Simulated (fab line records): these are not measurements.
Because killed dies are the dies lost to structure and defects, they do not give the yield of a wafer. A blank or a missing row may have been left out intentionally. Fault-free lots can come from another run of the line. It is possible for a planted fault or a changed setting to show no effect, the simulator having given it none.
Chamber matching + flow nand_harc + rie_diel-02 running NHARC_P_CONTACT_DESCUM_17: 4 sister chambers
The step chemistry O2, time 3 s. 8 wafers are shown with their chamber, then 10 later ones without.

EACH WAFER AND ITS CHAMBER
| wafer  | chamber | drypump_motor_current_A (A) | oes_product_au (a.u.) |
|--------|---------|-----------------------------|-----------------------|
| L076.4 | 0       | 5.86                        | 1.005                 |
| L080.4 | 0       | 5.85                        | 1.015                 |
| L083.1 | 3       | 5.63                        | 0.996                 |
| L085.1 | 2       | 5.69                        | 1.017                 |
| L085.2 | 3       | 5.62                        | 0.991                 |
| L085.5 | 1       | 6.34                        | 0.993                 |
| L086.3 | 1       | 6.34                        | 1.010                 |
| L086.4 | 2       | 5.69                        | 1.025                 |

WAFERS MISSING THEIR CHAMBER
| wafer  | drypump_motor_current_A (A) | oes_product_au (a.u.) |
|--------|-----------------------------|-----------------------|
| L086.5 | 5.64                        | 0.988                 |
| L091.1 | 5.73                        | 1.014                 |
| L091.4 | 5.65                        | 1.008                 |
| L091.5 | 6.34                        | 1.007                 |
| L094.2 | 6.37                        | 1.009                 |
| L094.4 | 6.35                        | 0.998                 |
| L094.5 | 5.66                        | 1.001                 |
| L096.2 | 5.72                        | 1.007                 |
| L096.4 | 5.71                        | 1.021                 |
| L096.5 | 6.36                        | 0.997                 |

THE CHAMBER EACH PASSED THROUGH
| wafer  | from the rows above     | in truth |
|--------|-------------------------|----------|
| L086.5 | 3                       | 3        |
| L091.1 | 2                       | 2        |
| L091.4 | 3                       | 3        |
| L091.5 | 1                       | 1        |
| L094.2 | 1                       | 1        |
| L094.4 | 1                       | 1        |
| L094.5 | can't be placed: 2 or 3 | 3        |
| L096.2 | 2                       | 2        |
| L096.4 | 2                       | 2        |
| L096.5 | 1                       | 1        |
Placed correctly: 9 of 10. From these rows, 1 cannot be placed; in 1 the true chamber is one of the candidates. Wrongly placed: 0.
How it was worked out, from the rows above alone: a wafer's distance from a chamber is the root of the sum, over the readings, of the square of ((its reading less the chamber's mean) divided by the reading's scatter). If the next closest chamber is less than 2 further off than the closest, the wafer can't be placed; otherwise it belongs to the closest. For every chamber, the mean is computed from those of its wafers that are shown. The scatter is the square root of a quotient: the sum, over the shown wafers, of each reading's squared deviation from its chamber's mean, divided by wafers minus chambers.
